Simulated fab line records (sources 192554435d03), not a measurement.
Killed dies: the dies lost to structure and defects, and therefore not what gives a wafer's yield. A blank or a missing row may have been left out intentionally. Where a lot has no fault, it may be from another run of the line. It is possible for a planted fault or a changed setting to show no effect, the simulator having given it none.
The tool behind it: which one?    flow n5-finfet    26 wafers from 9 lots sampled at 5 of the route's 1938 steps

== WHAT THE GAUGES READ, wafer by wafer ==
N5_BEOL_M4_RC_MEAS_101.
lot   measured      on         DIBL_N (mV/V)
L903  day 7 23:53   prober-01  39.0 39.4 40.5
L904  day 8 04:26   prober-02  37.2 34.8 37.4
L908  day 9 02:28   prober-02  36.6 36.0 35.3
L914  day 10 12:47  prober-02  37.1 36.3
L917  day 11 21:34  prober-02  35.3 36.9 35.7
L921  day 12 06:35  prober-02  38.0 37.6 37.0
L923  day 13 07:52  prober-01  37.1 37.6 37.2
L925  day 13 22:59  prober-01  34.7 35.0 35.2
L926  day 13 17:35  prober-01  36.1 37.4 37.3

== TOOL THAT RAN EACH LOT (tool first, then ch and the chambers of the sampled wafers, then the start) ==
lot   N5_FIN_SAQP_MANDREL1_REMOVE_56   N5_FIN_SAQP_ETCH_65              N5_FIN_SAQP_ETCH_69                N5_FIN_SAQP_STRIP_70
L903  rie-si-05 ch 1,2,3, day 1 23:40  rie-si-03 ch 1,2, day 1 23:56    rie-diel-06 ch 0,1,2, day 2 00:29  rie-diel-06 ch 0,1,2, day 2 00:35
L904  rie-si-03 ch 2,3, day 2 09:02    rie-si-01 ch 0,2, day 2 09:17    rie-diel-06 ch 0,1,3, day 2 09:52  rie-diel-06 ch 0,1,3, day 2 09:58
L908  rie-si-01 ch 0,2,3, day 3 05:53  rie-si-03 ch 1,2, day 3 06:16    rie-diel-06 ch 0,2,3, day 3 06:50  rie-diel-06 ch 0,2,3, day 3 06:56
L914  rie-si-01 ch 0,2, day 4 20:58    rie-si-05 ch 2,3, day 4 21:14    rie-diel-05 ch 1,3, day 4 21:47    rie-diel-05 ch 1,3, day 4 21:53
L917  rie-si-05 ch 2,3, day 5 13:44    rie-si-01 ch 0,2, day 5 14:01    rie-diel-02 ch 0,2,3, day 5 14:41  rie-diel-02 ch 0,2,3, day 5 14:47
L921  rie-si-05 ch 1,3, day 6 12:15    rie-si-01 ch 0,1,2, day 6 12:31  rie-diel-02 ch 0,3, day 6 13:04    rie-diel-02 ch 0,3, day 6 13:10
L923  rie-si-01 ch 0,3, day 7 01:39    rie-si-03 ch 0,2,3, day 7 02:00  rie-diel-02 ch 1,2,3, day 7 02:34  rie-diel-02 ch 1,2,3, day 7 02:40
L925  rie-si-03 ch 1,2,3, day 7 12:05  rie-si-03 ch 1,3, day 7 12:22    rie-diel-05 ch 0,1, day 7 12:55    rie-diel-05 ch 0,1, day 7 13:01
L926  rie-si-01 ch 0,2,3, day 7 18:44  rie-si-03 ch 0,1,3, day 7 19:01  rie-diel-06 ch 0,1,2, day 7 19:38  rie-diel-06 ch 0,1,2, day 7 19:44
- N5_FIN_SAQP_MANDREL1_REMOVE_56: chemistry HBr/Cl2/O2, target a-Si, stops on SiNx, bt time 10 s.
- N5_FIN_SAQP_ETCH_65: etches SiO2 in CF4, target depth 4 nm, time 4.4 s.
- N5_FIN_SAQP_ETCH_69: etches SOC in N2/H2, stops on SiNx, target depth 150 nm.
- N5_FIN_SAQP_STRIP_70: strips in N2/H2.

== THE ANSWER, worked out from the rows above alone ==
Rule: the lots themselves supply what counts as usual. Put in order of their means at a reading, lots are off if they are a third of the lots or fewer, leave a main group of 4 or more, and stand apart from it by a gap of 3 or more times the standard deviation of the main group's means; of several such gaps the widest counts. A main group whose means are all the same, to the digits that the tables above print for the reading, isn't used. A lot without any number at a reading at which 4 lots or more have one is off too. Where the step has rows for the other lots, those lots are counted as sound.
Nothing can be told from this: no lot is off at any reading shown.

== WHAT THE SIMULATOR PUT IN ==
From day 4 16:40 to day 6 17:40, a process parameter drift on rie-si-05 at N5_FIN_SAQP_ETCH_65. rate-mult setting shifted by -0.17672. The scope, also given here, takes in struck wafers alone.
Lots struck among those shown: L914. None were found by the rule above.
